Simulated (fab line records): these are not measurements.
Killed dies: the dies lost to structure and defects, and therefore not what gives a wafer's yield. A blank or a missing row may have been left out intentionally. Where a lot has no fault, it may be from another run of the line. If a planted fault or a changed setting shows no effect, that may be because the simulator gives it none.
fab line records    flow n5-finfet
[record] lots = 11  wafers = 33  last-day = 17
route steps=1938 shown BEOL_M10@1513 TV_OPEN@1890 PASSIVATION@1926
lots that met no fault: taken from a fault-free run of the same line
start-h: hours from the record's opening day to when the first of the lot's shown wafers began    wait-h: hours elapsed since this lot's preceding step    " the same as in the row above    L1.1+2: several wafers, shown together as one row    - no value, or no start given    * or withheld: withheld    < > ~ a bound
route shown NAME@n: NAME is a module with steps in the file, n the number in the route of the first one    usual: mean and standard deviation over wafers with no fault    same: alike in all rows    chamber/n: place in a boat    sites: readings site by site    _std_site: the standard deviation of these    _edge_site: mean of outer sites minus mean of inner sites    radius-mm: for every site, how far away it sits from the centre of the wafer    mask NAME#n: copy n    behind: the tool/chamber that last shaped the wafer    hold: why the lot was held/for how many hours/how that ended    device: transistor that didn't switch, given as n, p or np    end of line: at the end of the route, the tests of the same wafers    where a step has no rows: the recipe by itself    killed: dies that structure and defects cost at the first sort, which is not the same as the wafer's yield    map: a wafer's dies, x killed, . not, _ none there
set.NAME: the run value of the setting; set.NAME@STEP: its run value at that earlier step    model.NAME: the simulator's own value behind a step, which no gauge read
the route's steps for a sample of lots (tables are steps, rows are wafers)
services: the hour from which a tool's chamber was out of use, counted from the record's first day as start-h (under 0 if before that day), plus the number of hours and why
[[steps]]
[step N5_BEOL_M10_ETCH_41]
[recipe] chemistry = CH3F/O2  target = SiCN  target-depth-a = 426  taper-deg = 2  time-s = 86  ion-energy-ev = 120  mask-material = TiN  pressure-mtorr = 30  source-w = 395  bias-w = 75  Ar_flow_sccm = 150  CH3F_flow_sccm = 30  O2_flow_sccm = 20
[usual] CH3F_flow_sccm = 29.99/0.085  chamber-pressure-mTorr = 29.998/0.027  drypump-motor-current-A = 5.61/0.29  mfc-ar-sccm = 150.0/0.48  oes-product-au = 0.80/0.077  rf-vpp-V = 296.8/1.4  showerhead-plenum-p-Torr = 1.97/0.061  throttle-valve-pct = 16.26/0.24
lot.wafer  tool         chamber  start-h  wait-h  CH3F_flow_sccm  chamber-pressure-mTorr  drypump-motor-current-A  mfc-ar-sccm  oes-product-au  rf-hours-counter-h  rf-vpp-V  showerhead-plenum-p-Torr  throttle-valve-pct
L874.3     rie-diel-03  2        205.88   -       30.04           29.999                  5.73                     150.7        0.87            57                  299.1     2.03                      16.16
L874.4     "            3        "        "       30.01           29.945                  5.88                     151.4        0.72            176                 297.3     1.97                      16.22
L874.5     "            2        "        "       30.16           29.982                  5.73                     149.8        0.88            -                   297.5     2.03                      16.14
L875.1     rie-diel-03  3        220.72   -       29.93           30.027                  5.91                     149.9        0.72            183                 296.2     1.97                      16.24
L875.2     "            2        "        "       30.00           29.967                  5.70                     149.8        0.86            64                  297.5     2.03                      16.15
L875.3     "            1        "        "       29.97           30.012                  5.23                     150.1        0.78            131                 296.1     1.91                      16.18
L877.1     rie-diel-03  3        227.91   -       30.00           29.992                  5.90                     149.5        0.71            186                 298.0     1.97                      16.25
L877.3     "            2        "        "       29.91           29.964                  5.70                     149.6        0.85            67                  297.3     2.03                      16.15
L877.6     "            2        "        "       29.88           30.017                  5.69                     149.9        0.85            -                   298.2     2.03                      16.15
L881.2     rie-diel-06  0        262.35   -       30.08           30.069                  6.04                     149.9        0.82            63                  295.8     1.93                      16.04
L881.3     "            2        "        "       30.07           30.011                  5.54                     150.5        0.83            98                  298.1     2.02                      16.27
L881.4     "            3        "        "       29.93           30.003                  5.92                     150.7        0.68            242                 293.9     1.89                      16.62
L885.2     rie-diel-03  3        275.88   -       29.99           29.964                  5.89                     150.0        0.70            204                 296.0     1.97                      16.28
L885.3     "            0        "        "       30.06           29.955                  5.12                     149.7        0.91            15                  298.3     2.05                      15.87
L885.6     "            2        "        "       29.82           29.981                  5.69                     150.2        0.84            -                   295.6     2.03                      16.19
L887.1     rie-diel-02  0        298.53   -       30.01           30.011                  5.65                     149.6        0.67            256                 295.7     1.87                      16.58
L887.2     "            2        "        "       30.08           29.991                  5.71                     150.2        0.95            0                   296.0     1.94                      16.00
L887.3     "            3        "        "       30.08           29.939                  5.75                     150.1        0.85            56                  296.8     1.95                      16.23
L891.1     rie-diel-06  2        322.93   -       30.01           29.994                  5.52                     150.1        0.81            122                 297.5     2.01                      16.32
L891.3     "            0        "        "       29.96           30.019                  6.01                     150.1        0.79            88                  296.2     1.92                      16.08
L891.5     "            1        "        "       29.96           30.039                  5.40                     150.5        0.83            -                   296.9     2.02                      16.27
L892.2     rie-diel-06  3        324.48   -       30.09           29.962                  5.94                     149.5        0.92            5                   299.9     2.13                      16.13
L892.4     "            0        "        "       30.05           29.987                  6.04                     150.7        0.79            89                  296.0     1.92                      16.07
L892.5     "            2        "        "       29.81           30.015                  5.51                     149.7        0.79            -                   296.8     2.01                      16.33
L893.3     rie-diel-03  3        335.89   -       29.94           30.003                  5.96                     150.3        0.69            222                 297.1     1.96                      16.30
L893.5     "            1        "        "       29.89           30.009                  5.24                     150.3        0.74            -                   295.8     1.90                      16.25
L893.6     "            2        "        "       30.13           30.035                  5.71                     149.7        0.82            -                   297.9     2.02                      16.22
L897.2     rie-diel-02  3        351.62   -       29.93           29.996                  5.78                     149.9        0.83            78                  296.8     1.94                      16.29
L897.5     "            0        "        "       29.95           29.988                  5.70                     149.8        0.94            -                   299.9     2.12                      16.01
L897.6     "            3        "        "       29.94           29.973                  5.76                     150.4        0.83            -                   296.4     1.94                      16.28
L896.1     rie-diel-03  2        351.71   -       29.87           30.009                  5.72                     150.7        0.81            103                 296.5     2.02                      16.22
L896.5     "            0        "        "       30.06           29.979                  5.10                     148.9        0.88            -                   295.7     2.04                      15.92
L896.6     "            1        "        "       29.98           30.013                  5.21                     149.6        0.73            -                   296.3     1.90                      16.25
[step N5_PASSIVATION_ETCH_15]
[recipe] chemistry = CF4/N2  target = SiCN  target-depth-a = 750  taper-deg = 2  time-s = 81.2  ion-energy-ev = 150  mask-material = SiNx  pressure-mtorr = 40  source-w = 430  bias-w = 70  Ar_flow_sccm = 100  cf4-flow-sccm = 60  n2-flow-sccm = 60
[usual] cf4-flow-sccm = 59.97/0.18  chamber-pressure-mTorr = 40.00/0.036  drypump-motor-current-A = 5.7/0.37  mfc-ar-sccm = 100.1/0.33  oes-product-au = 0.80/0.07  rf-vpp-V = 382.8/1.5  showerhead-plenum-p-Torr = 2.23/0.05  throttle-valve-pct = 15.34/0.19
lot.wafer  tool         chamber  start-h  wait-h  cf4-flow-sccm  chamber-pressure-mTorr  drypump-motor-current-A  mfc-ar-sccm  oes-product-au  rf-hours-counter-h  rf-vpp-V  showerhead-plenum-p-Torr  throttle-valve-pct
L874.3     rie-diel-04  2        -        -       59.96          40.03                   6.0                      99.7         0.92            24                  383.7     2.23                      15.35
L874.4     "            1        "        "       59.55          40.02                   5.0                      100.2        0.73            191                 383.9     2.26                      15.23
L874.5     "            3        "        "       59.99          40.03                   6.1                      100.5        0.79            -                   381.3     2.23                      15.17
L875.1     rie-diel-01  2        -        -       60.16          40.03                   5.8                      100.0        0.86            62                  379.7     2.16                      15.60
L875.2     "            1        "        "       60.12          40.00                   5.7                      100.3        0.80            85                  383.6     2.32                      15.45
L875.3     "            0        "        "       60.00          40.00                   5.6                      100.7        0.95            6                   382.9     2.17                      15.16
L877.1     rie-diel-04  1        -        -       59.87          39.98                   4.9                      100.3        0.73            197                 384.9     2.26                      15.25
L877.3     "            0        "        "       60.04          40.01                   5.4                      100.3        0.71            204                 383.7     2.28                      15.56
L877.6     "            1        "        "       59.97          39.97                   4.9                      99.9         0.73            -                   383.8     2.26                      15.26
L881.2     rie-diel-04  0        -        -       59.79          40.04                   5.4                      100.0        0.71            212                 384.2     2.27                      15.58
L881.3     "            1        "        "       60.11          40.02                   4.9                      99.9         0.72            205                 385.0     2.26                      15.25
L881.4     "            2        "        "       59.67          39.99                   6.0                      99.9         0.89            38                  383.9     2.23                      15.39
L885.2     rie-diel-05  3        -        -       59.96          40.00                   5.8                      99.7         0.81            42                  382.4     2.27                      14.97
L885.3     "            0        "        "       59.94          39.98                   5.0                      100.2        0.68            250                 383.9     2.26                      15.44
L885.6     "            1        "        "       59.75          40.01                   5.6                      100.2        0.80            -                   383.5     2.24                      15.36
L887.1     rie-diel-01  1        -        -       59.72          39.98                   5.7                      100.3        0.78            109                 384.6     2.31                      15.49
L887.2     "            0        "        "       60.17          39.95                   5.6                      99.8         0.88            30                  381.1     2.16                      15.20
L887.3     "            2        "        "       60.12          40.03                   5.8                      100.4        0.84            83                  379.8     2.16                      15.65
L891.1     rie-diel-01  0        -        -       59.81          39.97                   5.6                      99.6         0.85            40                  381.4     2.16                      15.23
L891.3     "            2        "        "       60.45          40.03                   5.8                      99.7         0.82            92                  381.6     2.15                      15.64
L891.5     "            2        "        "       60.07          40.03                   5.8                      99.7         0.82            -                   381.7     2.15                      15.67
L892.2     rie-diel-01  1        -        -       60.09          40.01                   5.7                      100.1        0.76            119                 385.9     2.31                      15.51
L892.4     "            3        "        "       59.73          39.99                   6.2                      99.5         0.85            59                  381.2     2.16                      15.13
L892.5     "            1        "        "       59.78          39.96                   5.7                      99.6         0.76            -                   385.2     2.31                      15.52
L893.3     rie-diel-04  2        -        -       60.03          40.02                   6.0                      100.6        0.87            60                  382.8     2.22                      15.44
L893.5     "            0        "        "       60.00          39.94                   5.4                      100.2        0.69            -                   383.6     2.26                      15.64
L893.6     "            3        "        "       60.15          39.92                   6.1                      100.0        0.76            -                   381.5     2.22                      15.24
L896.1     rie-diel-01  0        -        -       60.15          40.01                   5.6                      100.1        0.84            49                  381.8     2.15                      15.25
L896.5     "            2        "        "       60.19          39.94                   5.8                      100.0        0.81            -                   380.1     2.15                      15.69
L896.6     "            1        "        "       59.94          40.00                   5.7                      100.6        0.75            -                   385.5     2.31                      15.53
L897.2     rie-diel-01  1        -        -       60.08          40.05                   5.7                      100.4        0.76            129                 384.4     2.31                      15.54
L897.5     "            0        "        "       60.03          40.01                   5.6                      99.2         0.84            -                   380.8     2.15                      15.25
L897.6     "            3        "        "       59.97          40.03                   6.2                      100.5        0.82            -                   380.7     2.16                      15.15
[step N5_PASSIVATION_OVL_MEAS_66]
[recipe] points-per-wafer = 44
[usual] PASS_OPEN_OVL = -2/4.4
lot.wafer  tool        chamber  start-h  wait-h  PASS_OPEN_OVL[nm]
L874.3     overlay-02  0        261.35   0.0     -2
L874.4     "           0        "        "       -1
L874.5     "           0        "        "       -2
L875.1     overlay-02  0        272.92   0.0     -6
L875.2     "           0        "        "       -1
L875.3     "           0        "        "       -7
L877.1     overlay-02  0        278.11   0.0     3
L877.3     "           0        "        "       -1
L877.6     "           0        "        "       -1
L881.2     overlay-02  0        302.09   0.0     -7
L881.3     "           0        "        "       -1
L881.4     "           0        "        "       -12
L885.2     overlay-02  0        323.19   0.0     -5
L885.3     "           0        "        "       -2
L885.6     "           0        "        "       -9
L887.1     overlay-02  0        342.92   0.0     -8
L887.2     "           0        "        "       3
L887.3     "           0        "        "       2
L891.1     overlay-02  0        370.99   0.0     -6
L891.3     "           0        "        "       -6
L891.5     "           0        "        "       -6
L892.2     overlay-01  0        371.19   0.0     -7
L892.4     "           0        "        "       -9
L892.5     "           0        "        "       -2
L893.3     overlay-01  0        381.50   0.0     -4
L893.5     "           0        "        "       -5
L893.6     "           0        "        "       -2
L896.1     overlay-02  0        402.71   0.0     3
L896.5     "           0        "        "       0
L896.6     "           0        "        "       3
L897.2     overlay-02  0        403.61   0.0     -9
L897.5     "           0        "        "       -7
L897.6     "           0        "        "       -5
[step N5_PASSIVATION_PROBE_49]
[usual] defect-limited-yield = 91.4/1.4  killed_at_M0_to_M3 = 34/8.9  killed_at_M4_up = 13/4.6  killed-at-contacts = 12/5.5  killed-at-front-end = 41/11  killed-at-other = 3.1/2.9  killed-dies = 102/16  killed-open = 66/11  killed-short = 34/7.6  sort_bin_5_function = 5.1/0.89  sort_bin_6_memory = 3.2/0.61  sort_bin_8_speed = 0.02/0.12  sort-n-pass = 1078/16
[same] gross-dies = 1180  killed-at-back-side = 0  sort_bin_4_leakage[%] = 0
lot.wafer  tool       chamber  start-h  wait-h  defect-limited-yield[%]  killed_at_M0_to_M3  killed_at_M4_up  killed-at-contacts  killed-at-front-end  killed-at-other  killed-dies  killed-open  killed-short  sort_bin_5_function[%]  sort_bin_6_memory[%]  sort_bin_8_speed[%]  sort-n-pass
L874.3     prober-02  -        264.56   0.1     92.5                     32                  9                6                   41                   0                88           59           26            4.0                     3.1                   0                    1092
L874.4     prober-02  -        264.61   0.2     89.5                     50                  6                4                   56                   8                124          74           50            5.8                     4.1                   0                    1056
L874.5     prober-02  -        264.66   0.2     90.3                     35                  6                25                  41                   7                114          69           45            6.0                     3.3                   0                    1066
L875.1     prober-01  -        276.02   0.0     91.2                     30                  15               9                   48                   2                104          72           30            5.8                     3.1                   0                    1076
L875.2     prober-01  -        276.07   0.1     89.3                     39                  8                9                   67                   3                126          77           44            6.7                     3.7                   0                    1054
L875.3     prober-01  -        276.12   0.1     91.9                     26                  8                9                   50                   2                95           59           36            5.3                     2.4                   0                    1085
L877.1     prober-02  -        281.26   0.0     90.1                     30                  11               13                  63                   0                117          81           34            5.2                     4.2                   0                    1063
L877.3     prober-02  -        281.36   0.1     91.4                     20                  9                11                  59                   2                101          64           37            4.8                     3.3                   0                    1079
L877.6     prober-02  -        281.51   0.3     89.7                     27                  27               12                  53                   3                122          79           34            6.4                     3.1                   0                    1058
L881.2     prober-01  -        305.85   0.1     89.2                     32                  11               10                  67                   7                127          75           42            5.9                     3.9                   0                    1053
L881.3     prober-01  -        305.90   0.1     90.1                     35                  9                16                  52                   5                117          70           47            6.2                     3.4                   0                    1063
L881.4     prober-01  -        305.95   0.2     90.5                     28                  13               18                  53                   0                112          73           38            5.4                     3.7                   0                    1068
L885.2     prober-01  -        326.41   0.1     93.6                     23                  8                9                   32                   3                75           46           29            3.6                     2.4                   0                    1105
L885.3     prober-01  -        326.46   0.1     83.0                     32                  121              6                   41                   1                201          58           40            10.9                    4.3                   0                    979
L885.6     prober-01  -        326.61   0.3     91.3                     34                  12               9                   44                   4                103          71           31            5.3                     2.9                   0                    1077
L887.1     prober-02  -        346.22   0.0     92.3                     35                  11               9                   32                   4                91           60           29            5.4                     1.9                   0.17                 1089
L887.2     prober-02  -        346.27   0.1     92.4                     21                  10               7                   51                   1                90           64           25            4.4                     3.1                   0                    1090
L887.3     prober-02  -        346.32   0.1     91.1                     63                  13               5                   20                   4                105          62           39            5.0                     3.6                   0                    1075
L891.1     prober-01  -        374.09   0.0     90.0                     33                  17               10                  53                   5                118          73           44            6.5                     3.1                   0                    1062
L891.3     prober-01  -        374.19   0.1     89.9                     32                  21               4                   58                   4                119          79           40            5.8                     3.9                   0                    1061
L891.5     prober-01  -        374.29   0.2     92.1                     32                  13               15                  31                   2                93           62           31            4.6                     3.1                   0                    1087
L892.2     prober-02  -        374.35   0.1     91.4                     32                  9                10                  47                   3                101          75           26            5.3                     3.0                   0                    1079
L892.4     prober-02  -        374.45   0.2     91.4                     36                  15               10                  39                   2                102          62           40            4.7                     3.6                   0                    1078
L892.5     prober-02  -        374.50   0.2     93.0                     32                  12               6                   31                   2                83           62           21            4.2                     2.8                   0                    1097
L893.3     prober-02  -        384.82   0.1     91.4                     40                  9                14                  38                   1                102          70           32            5.5                     3.0                   0                    1078
L893.5     prober-02  -        384.92   0.2     91.2                     38                  19               7                   39                   1                104          71           33            5.2                     3.5                   0                    1076
L893.6     prober-02  -        384.97   0.3     89.2                     52                  17               15                  39                   5                128          84           44            5.8                     4.5                   0                    1052
L896.1     prober-02  -        405.81   0.0     89.7                     61                  3                19                  39                   0                122          82           40            5.3                     4.5                   0                    1058
L896.5     prober-02  -        406.01   0.2     91.5                     44                  8                8                   39                   1                100          73           27            4.9                     3.2                   0                    1080
L896.6     prober-02  -        406.06   0.3     91.0                     48                  6                9                   41                   2                106          71           35            5.6                     3.1                   0                    1074
L897.2     prober-01  -        407.83   0.1     92.8                     25                  14               7                   38                   1                85           45           38            3.8                     2.5                   0.17                 1095
L897.5     prober-01  -        407.98   0.2     92.8                     33                  16               7                   27                   2                85           55           30            3.4                     3.6                   0                    1095
L897.6     prober-01  -        408.03   0.3     91.1                     42                  19               6                   36                   2                105          63           42            5.6                     3.1                   0                    1075
// killed by level:class
L874.3 BEOL_M3:geometric-particle:open=14 FIN_SAQP:geometric-particle:open=10 FIN_SAQP:geometric-particle:short=6 BEOL_M1:geometric-particle:open=6 MOL_CONTACT_COAG:geometric-particle:open=5 GATE_CUT:geometric-particle:short=4 BEOL_M2:geometric-particle:open=4 STI_FIN_REVEAL:geometric-particle:open=3
L874.4 BEOL_M0_SAQP:geometric-particle:open=17 BEOL_M0_SAQP:geometric-particle:short=11 FIN_SAQP:geometric-particle:short=9 FIN_SAQP:geometric-particle:open=9 GATE_CUT:geometric-particle:short=8 BEOL_M1:geometric-particle:open=6 STI_FIN_REVEAL:geometric-particle:open=5 DUMMY_GATE:geometric-particle:open=5
L874.5 MOL_CONTACT_COAG:geometric-particle:open=19 BEOL_M2:geometric-particle:open=9 FIN_SAQP:geometric-particle:open=8 BEOL_M0_SAQP:geometric-particle:short=8 BEOL_M3:geometric-particle:open=8 GATE_CUT:geometric-particle:short=6 GATE_CUT:geometric-particle:open=6 MOL_CONTACT_COAG:geometric-particle:short=6
L875.1 STI_FIN_REVEAL:geometric-particle:open=22 BEOL_M0_SAQP:geometric-particle:short=9 FIN_SAQP:geometric-particle:open=6 MOL_CONTACT_COAG:geometric-particle:open=6 BEOL_M2:geometric-particle:open=6 FIN_SAQP:geometric-particle:short=4 DUMMY_GATE:geometric-particle:open=4 BEOL_M0_SAQP:geometric-particle:open=4
L875.2 BEOL_M0_SAQP:geometric-particle:open=17 FIN_SAQP:geometric-particle:open=15 STI_FIN_REVEAL:geometric-particle:open=13 FIN_SAQP:geometric-particle:short=12 MOL_CONTACT_COAG:geometric-particle:open=8 BEOL_M0_SAQP:geometric-particle:short=8 DUMMY_GATE:geometric-particle:open=5 BEOL_M1:geometric-particle:open=5
L875.3 STI_FIN_REVEAL:geometric-particle:open=16 FIN_SAQP:geometric-particle:short=14 MOL_CONTACT_COAG:geometric-particle:open=8 DUMMY_GATE:geometric-particle:open=6 BEOL_M0_SAQP:geometric-particle:short=6 BEOL_M0_SAQP:geometric-particle:open=5 STARTING-WAFER:geometric-particle:short=5 BEOL_M1:geometric-particle:open=4
L877.1 STI_FIN_REVEAL:geometric-particle:open=17 MOL_CONTACT_COAG:geometric-particle:open=10 BEOL_M1:geometric-particle:open=9 FIN_SAQP:geometric-particle:open=7 DUMMY_GATE:geometric-particle:open=7 BEOL_M0_SAQP:geometric-particle:short=7 GATE_CUT:geometric-particle:open=6 BEOL_M4:geometric-particle:open=6
L877.3 FIN_SAQP:geometric-particle:open=18 FIN_SAQP:geometric-particle:short=12 MOL_CONTACT_COAG:geometric-particle:open=8 STI_FIN_REVEAL:geometric-particle:open=6 DUMMY_GATE:geometric-particle:open=6 STARTING-WAFER:geometric-particle:short=6 BEOL_M3:geometric-particle:open=5 BEOL_M1:geometric-particle:open=4
L877.6 MOL_CONTACT_COAG:geometric-particle:open=11 BEOL_M4:geometric-particle:open=11 FIN_SAQP:geometric-particle:short=8 BEOL_M1:geometric-particle:open=8 HKMG_FIN:area-etch=8 STI_FIN_REVEAL:geometric-particle:open=7 BEOL_M5:geometric-particle:open=7 DUMMY_GATE:geometric-particle:open=6
L881.2 STI_FIN_REVEAL:geometric-particle:open=15 DUMMY_GATE:geometric-particle:open=9 HKMG_FIN:area-etch=9 MOL_CONTACT_COAG:geometric-particle:open=8 FIN_SAQP:geometric-particle:short=7 BEOL_M0_SAQP:geometric-particle:short=7 BEOL_M1:geometric-particle:open=7 FIN_SAQP:geometric-particle:open=6
L881.3 STI_FIN_REVEAL:geometric-particle:open=22 BEOL_M0_SAQP:geometric-particle:short=16 BEOL_M0_SAQP:geometric-particle:open=13 MOL_CONTACT_COAG:geometric-particle:open=12 STI_FIN_REVEAL:geometric-particle:short=5 FIN_SAQP:geometric-particle:short=4 FIN_SAQP:geometric-particle:open=4 DUMMY_GATE:geometric-particle:open=4
L881.4 FIN_SAQP:geometric-particle:short=17 MOL_CONTACT_COAG:geometric-particle:open=16 FIN_SAQP:geometric-particle:open=14 BEOL_M0_SAQP:geometric-particle:short=9 STI_FIN_REVEAL:geometric-particle:open=6 BEOL_M2:geometric-particle:open=6 BEOL_M4:geometric-particle:open=6 BEOL_M0_SAQP:geometric-particle:open=4
L885.2 STI_FIN_REVEAL:geometric-particle:open=8 FIN_SAQP:geometric-particle:short=6 BEOL_M0_SAQP:geometric-particle:short=6 BEOL_M2:geometric-particle:open=6 MOL_CONTACT_COAG:geometric-particle:open=5 FIN_SAQP:geometric-particle:open=4 MOL_CONTACT_COAG:geometric-particle:short=4 BEOL_M2:geometric-particle:short=3
L885.3 BEOL_M10:unspecified=102 BEOL_M2:geometric-particle:open=10 FIN_SAQP:geometric-particle:short=9 BEOL_M0_SAQP:geometric-particle:short=9 GATE_CUT:geometric-particle:short=7 BEOL_M0_SAQP:geometric-particle:open=7 BEOL_M4:geometric-particle:open=6 FIN_SAQP:geometric-particle:open=4
L885.6 STI_FIN_REVEAL:geometric-particle:open=16 FIN_SAQP:geometric-particle:open=9 MOL_CONTACT_COAG:geometric-particle:open=8 BEOL_M0_SAQP:geometric-particle:short=8 BEOL_M4:geometric-particle:open=7 BEOL_M0_SAQP:geometric-particle:open=6 FIN_SAQP:geometric-particle:short=4 BEOL_M0:geometric-particle:open=4
L887.1 FIN_SAQP:geometric-particle:open=9 BEOL_M1:geometric-particle:open=8 FIN_SAQP:geometric-particle:short=7 BEOL_M2:geometric-particle:open=7 STI_FIN_REVEAL:geometric-particle:open=7 BEOL_M0_SAQP:geometric-particle:short=7 MOL_CONTACT_COAG:geometric-particle:open=6 BEOL_M0_SAQP:geometric-particle:open=5
L887.2 FIN_SAQP:geometric-particle:open=20 FIN_SAQP:geometric-particle:short=8 BEOL_M0_SAQP:geometric-particle:open=7 DUMMY_GATE:geometric-particle:open=6 MOL_CONTACT_COAG:geometric-particle:open=6 BEOL_M0_SAQP:geometric-particle:short=6 BEOL_M3:geometric-particle:open=6 STARTING-WAFER:geometric-particle:short=4
L887.3 BEOL_M0_SAQP:geometric-particle:open=18 BEOL_M0_SAQP:geometric-particle:short=15 BEOL_M1:geometric-particle:open=7 BEOL_M2:geometric-particle:open=6 BEOL_M3:geometric-particle:open=6 STI_FIN_REVEAL:geometric-particle:open=5 BEOL_M1:geometric-particle:short=5 BEOL_M4:geometric-particle:open=4
L891.1 FIN_SAQP:geometric-particle:short=14 STI_FIN_REVEAL:geometric-particle:open=12 MOL_CONTACT_COAG:geometric-particle:open=9 FIN_SAQP:geometric-particle:open=8 DUMMY_GATE:geometric-particle:open=7 BEOL_M4:geometric-particle:open=7 BEOL_M0_SAQP:geometric-particle:short=6 BEOL_M0_SAQP:geometric-particle:open=5
L891.3 FIN_SAQP:geometric-particle:short=15 STI_FIN_REVEAL:geometric-particle:open=14 FIN_SAQP:geometric-particle:open=11 BEOL_M0_SAQP:geometric-particle:short=8 BEOL_M0_SAQP:geometric-particle:open=8 BEOL_M1:geometric-particle:open=7 BEOL_M4:geometric-particle:open=6 BEOL_M4:geometric-particle:short=5
L891.5 MOL_CONTACT_COAG:geometric-particle:open=11 GATE_CUT:geometric-particle:short=7 BEOL_M1:geometric-particle:open=7 BEOL_M4:geometric-particle:open=6 DUMMY_GATE:geometric-particle:open=5 BEOL_M0_SAQP:geometric-particle:open=5 BEOL_M2:geometric-particle:open=5 BEOL_M3:geometric-particle:open=5
L892.2 FIN_SAQP:geometric-particle:open=15 BEOL_M1:geometric-particle:open=13 MOL_CONTACT_COAG:geometric-particle:open=10 FIN_SAQP:geometric-particle:short=5 STI_FIN_REVEAL:geometric-particle:open=5 BEOL_M0_SAQP:geometric-particle:open=5 STI_FIN_REVEAL:geometric-particle:short=4 GATE_CUT:geometric-particle:open=4
L892.4 BEOL_M3:geometric-particle:open=9 FIN_SAQP:geometric-particle:short=8 BEOL_M1:geometric-particle:open=8 MOL_CONTACT_COAG:geometric-particle:open=7 GATE_CUT:geometric-particle:open=6 BEOL_M0_SAQP:geometric-particle:short=6 FIN_SAQP:geometric-particle:open=5 GATE_CUT:geometric-particle:short=5
L892.5 FIN_SAQP:geometric-particle:short=11 BEOL_M1:geometric-particle:open=10 BEOL_M3:geometric-particle:open=9 FIN_SAQP:geometric-particle:open=8 MOL_CONTACT_COAG:geometric-particle:open=6 DUMMY_GATE:geometric-particle:open=5 BEOL_M2:geometric-particle:open=4 BEOL_M5:geometric-particle:open=4
L893.3 FIN_SAQP:geometric-particle:open=11 BEOL_M3:geometric-particle:open=10 MOL_CONTACT_COAG:geometric-particle:open=10 BEOL_M1:geometric-particle:open=10 BEOL_M0_SAQP:geometric-particle:short=8 DUMMY_GATE:geometric-particle:open=7 BEOL_M4:geometric-particle:open=5 DUMMY_GATE:geometric-particle:short=4
L893.5 BEOL_M0_SAQP:geometric-particle:open=9 FIN_SAQP:geometric-particle:open=8 BEOL_M0_SAQP:geometric-particle:short=8 MOL_CONTACT_COAG:geometric-particle:open=7 BEOL_M5:geometric-particle:open=7 STI_FIN_REVEAL:geometric-particle:open=6 DUMMY_GATE:geometric-particle:open=6 BEOL_M2:geometric-particle:open=5
L893.6 FIN_SAQP:geometric-particle:open=12 BEOL_M0_SAQP:geometric-particle:open=12 MOL_CONTACT_COAG:geometric-particle:open=11 BEOL_M0_SAQP:geometric-particle:short=11 BEOL_M3:geometric-particle:open=10 FIN_SAQP:geometric-particle:short=5 STARTING-WAFER:geometric-particle:open=5 BEOL_M2:geometric-particle:short=5
L896.1 BEOL_M0_SAQP:geometric-particle:open=16 MOL_CONTACT_COAG:geometric-particle:open=15 FIN_SAQP:geometric-particle:open=13 BEOL_M2:geometric-particle:open=13 BEOL_M0_SAQP:geometric-particle:short=10 FIN_SAQP:geometric-particle:short=6 BEOL_M3:geometric-particle:open=5 STI_FIN_REVEAL:geometric-particle:open=4
L896.5 BEOL_M2:geometric-particle:open=12 BEOL_M3:geometric-particle:open=12 FIN_SAQP:geometric-particle:short=9 FIN_SAQP:geometric-particle:open=9 MOL_CONTACT_COAG:geometric-particle:open=8 BEOL_M0_SAQP:geometric-particle:open=8 BEOL_M0_SAQP:geometric-particle:short=7 STI_FIN_REVEAL:geometric-particle:open=7
L896.6 BEOL_M0_SAQP:geometric-particle:open=14 FIN_SAQP:geometric-particle:open=13 BEOL_M2:geometric-particle:open=12 BEOL_M0_SAQP:geometric-particle:short=7 FIN_SAQP:geometric-particle:short=6 DUMMY_GATE:geometric-particle:open=6 MOL_CONTACT_COAG:geometric-particle:open=6 GATE_CUT:geometric-particle:short=5
L897.2 STI_FIN_REVEAL:geometric-particle:open=8 MOL_CONTACT_COAG:geometric-particle:open=6 DUMMY_GATE:geometric-particle:open=5 BEOL_M0_SAQP:geometric-particle:short=5 BEOL_M3:geometric-particle:short=5 FIN_SAQP:geometric-particle:open=4 FIN_SAQP:geometric-particle:short=4 BEOL_M0_SAQP:geometric-particle:open=4
L897.5 BEOL_M4:geometric-particle:open=12 BEOL_M3:geometric-particle:open=9 BEOL_M0_SAQP:geometric-particle:short=8 BEOL_M0_SAQP:geometric-particle:open=6 STI_FIN_REVEAL:geometric-particle:open=5 STARTING-WAFER:geometric-particle:short=5 MOL_CONTACT_COAG:geometric-particle:open=4 STARTING-WAFER:geometric-particle:open=4
L897.6 BEOL_M0_SAQP:geometric-particle:short=11 STI_FIN_REVEAL:geometric-particle:open=7 BEOL_M0_SAQP:geometric-particle:open=7 BEOL_M3:geometric-particle:open=7 FIN_SAQP:geometric-particle:open=6 BEOL_M4:geometric-particle:open=6 FIN_SAQP:geometric-particle:short=5 BEOL_M1:geometric-particle:short=5
[[services]]
tool         chamber  start-h  hours  kind
rie-diel-02  -        198.01   0.6    repair
rie-diel-05  -        200.69   1.2    repair
rie-diel-02  1        204.08   6.8    repair
rie-diel-04  3        204.29   12.3   repair
rie-diel-01  -        205.20   14.6   pm
rie-diel-02  -        223.96   2.3    repair
rie-diel-03  2        228.06   8.4    repair
rie-diel-05  0        231.27   1.3    repair
rie-diel-06  2        235.93   8.0    repair
rie-diel-01  2        241.99   4.6    repair
rie-diel-02  0        246.25   4.4    repair
rie-diel-06  3        253.06   2.6    repair
rie-diel-01  2        279.08   5.3    repair
rie-diel-03  -        308.90   0.2    repair
rie-diel-06  3        322.17   1.7    repair
rie-diel-01  3        339.32   3.9    repair
rie-diel-03  2        339.80   2.8    repair
rie-diel-01  2        358.50   3.5    repair
rie-diel-04  2        368.45   6.1    repair
rie-diel-01  -        376.60   0.3    repair
rie-diel-04  -        382.40   5.6    repair
rie-diel-02  0        382.58   4.9    repair
rie-diel-02  3        385.28   2.2    repair
rie-diel-04  1        397.88   1.6    repair
[[key]]
[first-sign] step = N5_PASSIVATION_PROBE_49  reading = killed_at_M4_up  direction = up  sigmas = 23  usual = 13  struck = 121
[effect] step = N5_PASSIVATION_PROBE_49  reading = killed-dies  direction = up  sigmas = 6.2  usual = 102  struck = 201
[more-kills-born-at] N5_BEOL_M10_ETCH_41@rie-diel-03 = 102
met-at N5_BEOL_M10_ETCH_41
struck-lots L885
struck-wafers L885.3
not-acting-at N5_PASSIVATION_ETCH_15,N5_PASSIVATION_OVL_MEAS_66
[fault] kind = chamber-particle-source  tool = rie-diel-03  chamber = 0  onset-h = 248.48  steps = N5_BEOL_M10_ETCH_41  rate-per-visit-cm2 = 0.48044  end-h = 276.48
